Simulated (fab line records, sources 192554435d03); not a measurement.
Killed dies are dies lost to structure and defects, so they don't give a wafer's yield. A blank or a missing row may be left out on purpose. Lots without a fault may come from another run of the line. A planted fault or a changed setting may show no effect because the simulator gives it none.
Split-lot experiment | flow n5_finfet | 7 lots, 21 wafers read, on a route of 1938 steps

THE SPLIT
At N5_BEOL_M0_SAQP_COAT_08 (resist thk 90 nm), the setting spin_rpm was moved away from the recipe's 1500 rpm on 3 of the 21 wafers read, by +3.6% to +7.2%. The other wafers ran this setting at the recipe's value.

FROM THE SPLIT TO THE READING: what the file shows between them, 1 step
- N5_BEOL_M0_SAQP_DESCUM_19: chemistry O2, time 7.9 s (also split here: time_s)

THE READING
CAR-ArF_of_BEOL_M0_SAQP_COAT_08.thk_nm (the simulator's own value, which no gauge read), in nm, at N5_BEOL_M0_SAQP_ETCH_83 (etches SiARC in CF4, target depth 39 nm, time 65 s). The file gives no usual value for it. The 18 wafers here that ran the recipe average 55.8 nm, standard deviation 0.62 nm.

wafer  | tool, chamber at the split | spin_rpm as run, rpm | against the recipe | CAR-ArF_of_BEOL_M0_SAQP_COAT_08.thk_nm, nm | against lot-mates on the recipe
L074.1 | litho_track-05, 0          | 1500                 | recipe             | 56                                         | -
L074.3 | litho_track-05, 0          | 1500                 | recipe             | 56                                         | -
L074.5 | litho_track-05, 0          | 1500                 | recipe             | 56                                         | -
L076.2 | litho_track-02, 0          | 1500                 | recipe             | 55.8                                       | -
L076.3 | litho_track-02, 0          | 1500                 | recipe             | 56.6                                       | -
L076.5 | litho_track-02, 0          | 1500                 | recipe             | 56.8                                       | -
L082.4 | litho_track-02, 0          | 1500                 | recipe             | 56.4                                       | -
L082.5 | litho_track-02, 0          | 1500                 | recipe             | 56.4                                       | -
L082.6 | litho_track-02, 0          | 1500                 | recipe             | 55.2                                       | -
L083.1 | litho_track-05, 0          | 1580                 | +5.3%              | 53                                         | -2.7
L083.3 | litho_track-05, 0          | 1500                 | recipe             | 55.4                                       | -
L083.5 | litho_track-05, 0          | 1500                 | recipe             | 56                                         | -
L084.2 | litho_track-01, 0          | 1500                 | recipe             | 55.6                                       | -
L084.3 | litho_track-01, 0          | 1500                 | recipe             | 55.4                                       | -
L084.4 | litho_track-01, 0          | 1500                 | recipe             | 56.2                                       | -
L088.1 | litho_track-05, 0          | 1608                 | +7.2%              | 52.2                                       | -2.6
L088.2 | litho_track-05, 0          | 1500                 | recipe             | 54.4                                       | -
L088.3 | litho_track-05, 0          | 1500                 | recipe             | 55.2                                       | -
L090.1 | litho_track-05, 0          | 1554                 | +3.6%              | 53                                         | -2.1
L090.2 | litho_track-05, 0          | 1500                 | recipe             | 54.8                                       | -
L090.4 | litho_track-05, 0          | 1500                 | recipe             | 55.4                                       | -

THE FIT
A straight line over all 21 wafers: CAR-ArF_of_BEOL_M0_SAQP_COAT_08.thk_nm changes by -0.535 nm for each +1% of spin_rpm; r = -0.87; the points scatter about the line by 0.63 nm.
The same after taking each lot's own level away (the mean of its wafers on the recipe; 21 wafers): -0.433 nm for each +1%; r = -0.91; scatter 0.41 nm.
On that fit, the largest move of spin_rpm shifts the reading by 3.1 nm.
The lots' own levels span 54.80 to 56.40 nm, that is 2.6 times the standard deviation above.
So the lot-to-lot level changes the slope: the two fits differ.
Check: with one of the wafers moved furthest among these (+7.2%) left out of the fit, the line predicts -3.82 nm for it against its lot-mates. It came out at -2.6 nm against them.

OTHER SPLITS ON THESE WAFERS
These wafers also went through other splits before the reading. Each is held against what the fit with the lots' levels taken away leaves over:
other split on the same wafers                  | wafers away from the commonest value | r with CAR-ArF_of_BEOL_M0_SAQP_COAT_08.thk_nm (lot level and that fit taken away)
N5_GATE_CUT_EXPOSE_10 dose_mj                   | 9                                    | -0.26
N5_MOL_CONTACT_COAG_ALD_27 ald_cycles           | 11                                   | +0.05
N5_MOL_CONTACT_COAG_ALD_123 ald_cycles          | 6                                    | -0.15
N5_MOL_CONTACT_COAG_ETCHBACK_136 target_depth_a | 11                                   | +0.00
N5_MOL_CONTACT_COAG_CVD_140 target_thk_a        | 6                                    | +0.23
N5_BEOL_M0_SAQP_DESCUM_19 time_s                | 9                                    | -0.64

THE WHOLE CHAIN: every reading that the file lists as answering this split, in the file's order
step                      | what it does                                       | reading                                                                                 | change (the file's fit)                                                                     | r (the file's)
N5_BEOL_M0_SAQP_COAT_08   | resist thk 90 nm                                   | CAR-ArF_of_BEOL_M0_SAQP_COAT_08.thk_nm (the simulator's own value, which no gauge read) | -0.429 nm for each +1% of the setting                                                       | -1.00
N5_BEOL_M0_SAQP_ETCH_83   | etches SiARC in CF4, target depth 39 nm, time 65 s | CAR-ArF_of_BEOL_M0_SAQP_COAT_08.thk_nm (the simulator's own value, which no gauge read) | -0.436 nm for each +1% of the setting                                                       | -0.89
N5_BEOL_M0_SAQP_DESCUM_19 | chemistry O2, time 7.9 s                           | CAR-ArF_of_BEOL_M0_SAQP_COAT_08.thk_nm (the simulator's own value, which no gauge read) | -0.439 nm for each +1% of the setting, in a fit together with time_s@BEOL_M0_SAQP_DESCUM_19 | 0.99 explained

THE FILE'S OWN FIT
CAR-ArF_of_BEOL_M0_SAQP_COAT_08.thk_nm changes by -0.436 nm for each +1% of spin_rpm, r = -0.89.
